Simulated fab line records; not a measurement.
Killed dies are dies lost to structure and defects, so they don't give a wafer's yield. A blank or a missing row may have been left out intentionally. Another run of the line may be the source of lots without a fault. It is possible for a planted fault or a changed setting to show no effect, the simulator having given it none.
Matching of chambers    flow nand harc    rie diel-07 running NHARC_P_M2_ETCH_35: 4 sister chambers
The step etches the open film in N2/H2, target depth 40 nm, overetch 12 nm, time 43.94 s. 22 wafers are shown with their chamber, then 11 later ones without.

EACH WAFER AND ITS CHAMBER
wafer   chamber  drypump motor current A (A)  rf vpp V (V)  throttle valve pct (%)
L074.1  0        5.8                          429.5         14.169
L074.5  1        6.5                          429.1         14.172
L074.6  2        5.6                          427.5         14.172
L077.1  1        6.5                          427.7         14.175
L077.4  0        5.8                          431.4         14.164
L077.6  3        5.3                          435.4         14.170
L080.2  1        6.5                          428.5         14.161
L080.3  3        5.3                          434.4         14.169
L080.4  0        5.8                          431.3         14.182
L084.2  1        6.5                          428.1         14.187
L084.3  2        5.6                          428.1         14.186
L084.6  3        5.3                          436.1         14.165
L085.4  1        6.5                          427.5         14.170
L085.5  0        5.9                          430.6         14.159
L085.6  3        5.3                          436.3         14.185
L087.3  2        5.6                          428.3         14.194
L087.4  1        6.5                          428.6         14.168
L087.5  2        5.6                          428.0         14.185
L090.3  3        5.3                          434.9         14.178
L090.5  1        6.5                          429.7         14.161
L090.6  0        5.9                          428.2         14.183
L092.3  1        6.4                          429.7         14.171

SIGNATURES (averages over the wafers above)
reading                  chamber 0  chamber 1  chamber 2  chamber 3  scatter within a chamber
drypump motor current A  5.840      6.487      5.600      5.300      0.034
rf vpp V                 430.200    428.613    427.975    435.420    0.917
throttle valve pct       14.17140   14.17062   14.18425   14.17340   0.00897
Rule: for each reading, subtract the chamber's mean from the wafer's reading, divide by that reading's scatter and square the result; add these up over the readings and take the root, which gives the wafer's distance from the chamber. If the next closest chamber is less than 2 further off than the closest, the wafer can't be placed; otherwise it belongs to the closest. How the scatter is found: for the shown wafers, subtract from each reading the mean of its chamber, square and add these, divide the total by (wafers less chambers), then take the root.

WAFERS WITH NO CHAMBER GIVEN
wafer   drypump motor current A (A)  rf vpp V (V)  throttle valve pct (%)
L092.4  5.3                          434.4         14.173
L092.6  5.6                          427.4         14.163
L093.1  5.3                          434.8         14.178
L093.2  5.6                          429.6         14.155
L093.3  6.5                          427.7         14.193
L095.1  5.8                          430.2         14.172
L095.2  5.6                          426.4         14.171
L095.4  6.5                          427.9         14.176
L096.3  5.3                          435.2         14.165
L096.4  6.5                          429.5         14.151
L096.5  6.5                          427.4         14.171

EACH ONE'S CHAMBER
wafer   from the rows above  in truth
L092.4  3                    3
L092.6  2                    2
L093.1  3                    3
L093.2  2                    2
L093.3  1                    1
L095.1  0                    0
L095.2  2                    2
L095.4  1                    1
L096.3  3                    3
L096.4  1                    1
L096.5  1                    1
Placed correctly: 11 of 11. Left unplaced by these rows: 0. Wrongly placed: 0.
